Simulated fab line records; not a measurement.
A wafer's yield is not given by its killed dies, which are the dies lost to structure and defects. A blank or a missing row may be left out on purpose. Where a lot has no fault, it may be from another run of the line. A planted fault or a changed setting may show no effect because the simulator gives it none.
fab line records	flow nandHarc
record: lots: 12	wafers: 36	lastDay: 33
route steps=1302 shown A_CHANNEL_HOLE_D1@483 A_CHANNEL_FILL_D1@492 A_DECK1_JOINT@518 END@1302
lots that met no fault: from a run of the same line without faults
startH: start of the lot's first displayed wafer, in hours after the record's first day	waitH: hours elapsed since this lot's preceding step	" the same as in the row above	L1.1+2: a single row standing in for several wafers	- no value, or no start was given	* or withheld: withheld	< > ~ a bound
route shown NAME@n: a module of which the file shows steps, and the number in the route of the first	usual: mean and standard deviation over wafers with no fault	same: alike in all rows	chamber/n: place in a boat	sites: the reading at each site	_std_site: how widely they spread, as a standard deviation	_edge_site: mean of outer sites minus mean of inner sites	radiusMm: how far each site lies from the wafer's centre	mask NAME#n: copy n	behind: the tool/chamber that last shaped the wafer	hold: why the lot went on hold/how many hours it stayed there/how the hold came to an end	device: names the non-switching transistor (n, p or np)	end of line: the same wafers' tests at the end of the route	a step with no rows: only its recipe	killed: dies that structure and defects cost at the first sort, which is not the same as the wafer's yield	map: a wafer's dies, x killed, . not, _ none there
set.NAME: the run value of the setting; set.NAME@STEP: its run value at that earlier step	model.NAME: the simulator's own value behind a step, which no gauge read
a sample of lots followed through the steps of the route, with each step as a table and each wafer as a row
services: a tool's chamber out of use, with start hour (startH, from the record's first day; less than 0 if before it), hours out, and reason
== steps ==
step: NHARC_A_CHANNEL_HOLE_D1_ETCH_44
recipe: targetDepthA: 1400	overetchA: 140	timeS: 77	ionEnergyEv: 100	cf4FlowSccm: 80	o2FlowSccm: 20	arFlowSccm: 0	rfW: 300	biasW: 100	chemistry: CF4/O2
usual: drypumpMotorCurrentA: 5.4/0.45	oesProductAu: 1.003/0.0087	rfVppV: 198.0/1.3	showerheadPlenumPTorr: 1.34/0.057	throttleValvePct: 13.397/0.0088
lot.wafer	tool	chamber	startH	waitH	drypumpMotorCurrentA	oesProductAu	rfHoursCounterH	rfVppV	showerheadPlenumPTorr	throttleValvePct
L965.4	rieDiel-07	1	190.43	0.1	5.3	0.996	5	197.6	1.26	13.401
L965.2	"	2	"	"	4.8	1.012	3	198.4	1.38	13.400
L965.6	"	2	"	"	4.8	1.012	-	199.1	1.38	13.386
L967.3	rieDiel-07	3	205.69	0.1	5.7	0.998	6	199.0	1.38	13.385
L967.2	"	0	"	"	5.5	1.001	6	198.9	1.36	13.385
L967.5	"	1	"	"	5.3	0.983	-	197.3	1.26	13.392
L970.2	rieDiel-07	3	233.30	0.1	5.7	0.998	9	197.4	1.38	13.387
L970.6	"	3	"	"	5.7	1.004	-	198.7	1.38	13.410
L970.5	"	0	"	"	5.5	1.011	-	197.8	1.35	13.404
L971.1	rieDiel-07	2	254.81	0.0	4.8	1.015	9	199.3	1.38	13.409
L971.2	"	3	"	"	5.7	1.020	11	197.9	1.38	13.405
L971.3	"	1	"	"	5.3	1.001	10	197.6	1.26	13.399
L972.1	rieDiel-10	1	255.42	0.2	6.5	0.998	1	198.4	1.29	13.384
L972.3	"	3	"	"	6.7	0.993	1	199.7	1.40	13.392
L972.6	"	1	"	"	6.5	0.994	-	196.2	1.29	13.386
L974.2	rieDiel-07	0	271.85	0.1	5.5	0.997	12	197.9	1.35	13.401
L974.4	"	2	"	"	4.8	1.013	-	198.0	1.38	13.389
L974.5	"	0	"	"	5.5	0.992	-	199.0	1.35	13.391
L973.4	rieDiel-11	1	274.27	0.1	5.4	1.014	3	198.8	1.38	13.400
L973.2	"	3	"	"	6.3	0.994	2	196.2	1.28	13.400
L973.6	"	0	"	"	5.4	0.991	-	199.3	1.42	13.396
L981.4	rieDiel-11	3	348.89	0.1	6.2	0.998	23	198.4	1.27	13.396
L981.1	"	0	"	"	5.4	1.008	20	200.6	1.42	13.405
L981.6	"	3	"	"	6.2	1.003	-	196.4	1.27	13.401
L983.3	rieDiel-07	3	372.10	0.1	5.7	1.010	6	199.8	1.37	13.395
L983.1	"	0	"	"	5.5	0.994	6	198.8	1.35	13.385
L983.5	"	3	"	"	5.7	0.989	-	200.4	1.37	13.385
L985.3	rieDiel-11	2	393.96	0.1	6.1	1.010	38	195.8	1.24	13.400
L985.5	"	0	"	"	5.4	1.004	-	198.7	1.42	13.403
L985.6	"	1	"	"	5.4	1.003	-	197.6	1.37	13.411
L987.2	rieDiel-07	0	409.86	0.1	5.5	0.998	10	198.2	1.35	13.407
L987.5	"	3	"	"	5.7	1.008	-	199.9	1.37	13.403
L987.6	"	0	"	"	5.5	1.008	-	198.0	1.35	13.396
L988.4	rieDiel-07	1	414.10	0.1	5.3	0.997	10	195.1	1.25	13.403
L988.3	"	3	"	"	5.7	1.000	9	199.5	1.37	13.400
L988.6	"	1	"	"	5.3	1.002	-	195.9	1.25	13.407
step: NHARC_A_CHANNEL_FILL_D1_ALD_02
recipe: targetThkA: 60	pulseTimeS: 10	aldCycles: 60	tempC: 300	material: SiO2
usual: heaterPowerW: 460/53	precursorPulseHeightRel: 1.000/0.019
lot.wafer	tool	chamber	startH	waitH	heaterPowerW	precursorPulseHeightRel
L965.2	aldHk-02	0	191.60	-	388	1.007
L965.4	"	1	"	"	457	0.996
L965.6	"	0	"	"	370	1.042
L967.2	aldHk-03	1	206.93	-	487	0.999
L967.3	"	3	"	"	528	1.003
L967.5	"	1	"	"	469	1.006
L970.2	aldHk-02	3	234.51	0.1	391	0.989
L970.6	"	3	"	"	385	0.978
L970.5	"	0	"	"	377	1.026
L971.2	aldHk-03	0	255.97	-	547	1.004
L971.1	"	1	"	"	506	1.006
L971.3	"	2	"	"	481	1.023
L972.1	aldHk-03	3	256.66	-	594	0.987
L972.3	"	1	"	"	486	0.980
L972.6	"	3	"	"	576	1.003
L974.2	aldHk-02	3	278.91	-	385	1.008
L974.4	"	0	"	"	378	0.995
L974.5	"	0	"	"	383	1.012
L973.2	aldHk-04	0	278.99	-	450	1.025
L973.4	"	2	"	"	478	1.027
L973.6	"	0	"	"	462	0.982
L981.1	aldHk-03	1	350.06	-	510	0.950
L981.4	"	0	"	"	564	1.045
L981.6	"	1	"	"	504	0.976
L983.3	aldHk-02	1	373.45	-	465	0.997
L983.1	"	2	"	"	488	0.991
L983.5	"	3	"	"	400	0.991
L985.3	aldHk-02	3	395.20	-	395	0.965
L985.5	"	2	"	"	469	0.982
L985.6	"	3	"	"	392	1.005
L987.2	aldHk-04	3	411.26	-	471	0.999
L987.5	"	0	"	"	461	0.954
L987.6	"	1	"	"	420	0.962
L988.3	aldHk-03	2	415.34	-	475	1.022
L988.4	"	0	"	"	516	0.993
L988.6	"	2	"	"	468	0.980
step: NHARC_A_CHANNEL_FILL_D1_ALD_16
recipe: targetThkA: 15	pulseTimeS: 10	aldCycles: 15	tempC: 300	material: SiO2
usual: heaterPowerW: 463/55	precursorPulseHeightRel: 1.001/0.023
lot.wafer	tool	chamber	startH	waitH	heaterPowerW	precursorPulseHeightRel
L965.2	aldHk-02	3	206.29	2.3	395	1.006
L965.4	"	0	"	"	391	1.010
L965.6	"	3	"	"	383	1.027
L967.2	aldHk-04	1	218.84	0.3	435	0.990
L967.3	"	2	"	"	529	0.987
L967.5	"	0	"	"	456	0.977
L970.2	aldHk-02	0	246.66	0.0	380	0.993
L970.6	"	0	"	"	383	1.020
L970.5	"	1	"	"	462	1.013
L972.3	aldHk-02	3	268.20	0.0	388	1.011
L972.1	"	0	"	"	384	1.027
L972.6	"	0	"	"	381	1.018
L971.3	aldHk-04	1	268.20	0.0	421	1.037
L971.1	"	2	"	"	480	0.997
L971.2	"	3	"	"	455	1.031
L974.2	aldHk-03	2	291.11	0.1	474	0.987
L974.4	"	3	"	"	582	0.998
L974.5	"	1	"	"	500	1.001
L973.2	aldHk-02	2	291.11	0.1	458	1.031
L973.4	"	0	"	"	393	1.023
L973.6	"	2	"	"	455	0.994
L981.1	aldHk-04	3	362.20	0.1	464	0.990
L981.4	"	2	"	"	488	1.030
L981.6	"	3	"	"	472	0.964
L983.3	aldHk-02	1	385.50	0.1	481	1.022
L983.1	"	3	"	"	405	0.998
L983.5	"	1	"	"	481	1.041
L985.3	aldHk-03	1	407.51	0.1	505	1.021
L985.6	"	2	"	"	465	0.988
L985.5	"	3	"	"	541	0.997
L987.2	aldHk-02	2	423.31	0.1	479	0.986
L987.6	"	0	"	"	398	1.006
L987.5	"	1	"	"	482	0.979
L988.3	aldHk-03	0	427.52	0.1	513	1.025
L988.4	"	1	"	"	478	0.997
L988.6	"	2	"	"	468	1.002
step: NHARC_A_DECK1_JOINT_ETCHBACK_07
recipe: targetDepthA: 1050	timeS: 26.9	hbrFlowSccm: 150	rfW: 350	icpW: 350	biasW: 60	chemistry: HBr
usual: drypumpMotorCurrentA: 5.9/0.6	oesProductAu: 0.999/0.0095	throttleValvePct: 23.267/0.0081
lot.wafer	tool	chamber	startH	waitH	drypumpMotorCurrentA	oesProductAu	rfHoursCounterH	throttleValvePct
L965.2	rieSi-05	3	243.49	0.1	6.3	0.999	0.8	23.263
L965.4	"	1	"	"	5.4	0.991	0.9	23.272
L965.6	"	0	"	"	5.9	1.009	-	23.268
L967.2	rieSi-02	2	256.23	0.1	6.7	0.988	1.0	23.242
L967.3	"	1	"	"	4.9	1.003	0.9	23.276
L967.5	"	3	"	"	6.6	1.008	-	23.275
L970.2	rieSi-05	3	283.35	0.1	6.3	1.004	1.1	23.269
L970.6	"	1	"	"	5.3	0.991	-	23.277
L970.5	"	2	"	"	6.4	1.008	-	23.267
L972.3	rieSi-05	1	303.98	0.1	5.4	0.979	1.3	23.264
L972.1	"	0	"	"	6.0	1.003	1.4	23.284
L972.6	"	1	"	"	5.4	0.981	-	23.280
L971.1	rieSi-02	1	303.99	0.1	4.9	0.986	0.2	23.268
L971.2	"	3	"	"	6.6	0.991	0.1	23.270
L971.3	"	0	"	"	5.5	1.002	0.1	23.259
L974.2	rieSi-02	3	326.88	0.1	6.7	1.003	0.3	23.250
L974.4	"	0	"	"	5.6	1.012	0.3	23.275
L974.5	"	1	"	"	4.9	0.994	-	23.276
L973.2	rieSi-05	2	330.64	0.1	6.4	1.000	0.2	23.279
L973.4	"	0	"	"	6.0	0.989	0.1	23.262
L973.6	"	2	"	"	6.4	1.010	-	23.277
L981.1	rieSi-02	2	402.30	0.1	6.7	1.411	0.9	23.277
L981.4	"	0	"	"	5.5	1.433	0.7	23.252
L981.6	"	1	"	"	4.9	1.405	-	23.276
L983.3	rieSi-02	2	421.34	0.1	6.7	1.395	1.1	23.257
L983.1	"	3	"	"	6.7	1.404	1.0	23.256
L983.5	"	0	"	"	5.5	1.416	-	23.260
L985.3	rieSi-03	3	443.27	0.1	5.2	1.002	0.2	23.264
L985.6	"	3	"	"	5.2	1.003	-	23.260
L985.5	"	0	"	"	6.6	1.000	-	23.251
L988.4	rieSi-05	3	462.45	0.1	6.3	1.011	0.8	23.273
L988.3	"	2	"	"	6.5	1.004	1.0	23.273
L988.6	"	3	"	"	6.3	1.006	-	23.263
L987.2	rieSi-03	2	462.49	0.1	5.8	1.004	0.2	23.253
L987.6	"	3	"	"	5.2	1.000	-	23.275
L987.5	"	2	"	"	5.8	1.001	-	23.258
step: NHARC_END_SORT_01
recipe: tempC: 25
usual: killedAtArray: 55/12	killedAtOther: 1.0/1.2	killedAtPeriphery: 3.9/2.6	killedDies: 60/12	killedOpen: 3.3/1.9	killedShort: 2.5/1.8
same: grossDies: 677
lot.wafer	tool	chamber	startH	waitH	killedAtArray	killedAtOther	killedAtPeriphery	killedDies	killedOpen	killedShort
L970.2	prober-02	0	601.48	2.8	46	0	2	48	5	2
L970.5	prober-02	0	603.89	3.7	37	0	4	41	6	3
L970.6	prober-02	0	604.70	4.0	42	1	6	49	5	4
killed by level:class
L970.2 A_CHANNEL_HOLE_D2:chamberFilmFlake=28 A_CONTACT:chamberFilmFlake=6 A_CHANNEL_HOLE_D1:chamberFilmFlake=3 A_ONON_D2:geometricParticle:open=2 A_STAIRCASE:chamberFilmFlake=2 P_CONTACT:geometricParticle:open=1 P_M0:geometricParticle:open=1 A_CHANNEL_FILL_D1:geometricParticle:short=1
L970.5 A_CHANNEL_HOLE_D2:chamberFilmFlake=25 P_M0:geometricParticle:open=2 A_BLC:geometricParticle:open=2 A_CHANNEL_HOLE_D1:chamberFilmFlake=2 P_CONTACT:geometricParticle:short=1 A_CHANNEL_HOLE_D1:geometricParticle:short=1 A_ONON_D2:geometricParticle:short=1 A_CHANNEL_FILL_D2:geometricParticle:open=1
L970.6 A_CHANNEL_HOLE_D2:chamberFilmFlake=24 P_CONTACT:geometricParticle:open=3 A_DECK1_JOINT:chamberFilmFlake=3 A_STAIRCASE:chamberFilmFlake=3 A_CONTACT:chamberFilmFlake=3 P_GATE:chamberFilmFlake=2 A_CHANNEL_FILL_D2:chamberFilmFlake=2 P_CONTACT:geometricParticle:short=1
== services ==
tool	chamber	startH	hours	kind
aldHk-02	-	171.69	10.0	pm
rieSi-03	0	174.02	6.8	repair
rieSi-05	-	205.02	0.4	repair
rieDiel-11	-	213.28	0.3	repair
rieSi-02	1	214.40	8.2	repair
aldHk-03	-	215.67	10.0	pm
rieSi-03	-	221.00	9.0	pm
rieDiel-07	0	235.14	9.8	repair
aldHk-04	-	255.73	10.0	pm
rieDiel-11	-	257.42	9.0	pm
rieSi-05	-	259.23	0.6	repair
rieDiel-07	3	264.80	9.4	repair
rieSi-03	2	275.77	2.8	repair
rieDiel-07	3	276.96	22.8	repair
rieSi-02	-	277.00	9.0	pm
rieDiel-07	-	294.20	9.0	pm
rieSi-05	-	305.00	9.0	pm
aldHk-04	-	305.45	0.3	repair
rieDiel-07	-	338.27	0.5	repair
rieSi-03	-	398.00	9.0	pm
rieSi-03	2	431.40	4.6	repair
aldHk-04	-	433.73	10.0	pm
rieDiel-07	2	435.37	6.2	repair
rieSi-03	1	461.82	10.9	repair
== key ==
firstSign: step: NHARC_A_DECK1_JOINT_ETCHBACK_07	reading: oesProductAu	direction: up	sigmas: 43	usual: 0.999	struck: 1.411
effect none on later readings
metAt NHARC_A_DECK1_JOINT_ETCHBACK_07
struckLots L981,L983
testerLeftOut L981,L983
notActingAt NHARC_A_CHANNEL_HOLE_D1_ETCH_44,NHARC_A_CHANNEL_FILL_D1_ALD_02,NHARC_A_CHANNEL_FILL_D1_ALD_16
onsetBetween 326.88 402.30
fault: kind: processParameterDrift	tool: rieSi-02	chamber: -	onsetH: 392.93	steps: NHARC_A_DECK1_JOINT_ETCHBACK_07	channel: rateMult	offset: 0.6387	shape: step	endH: 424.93
testerLeftOut: of these lots the tester's yield and bins aren't shown, on N5 and GAA mostly nor the transistor test; their killed dies are dies lost to structure and defects alone, not to doping, threshold or leakage, so they don't give the yield
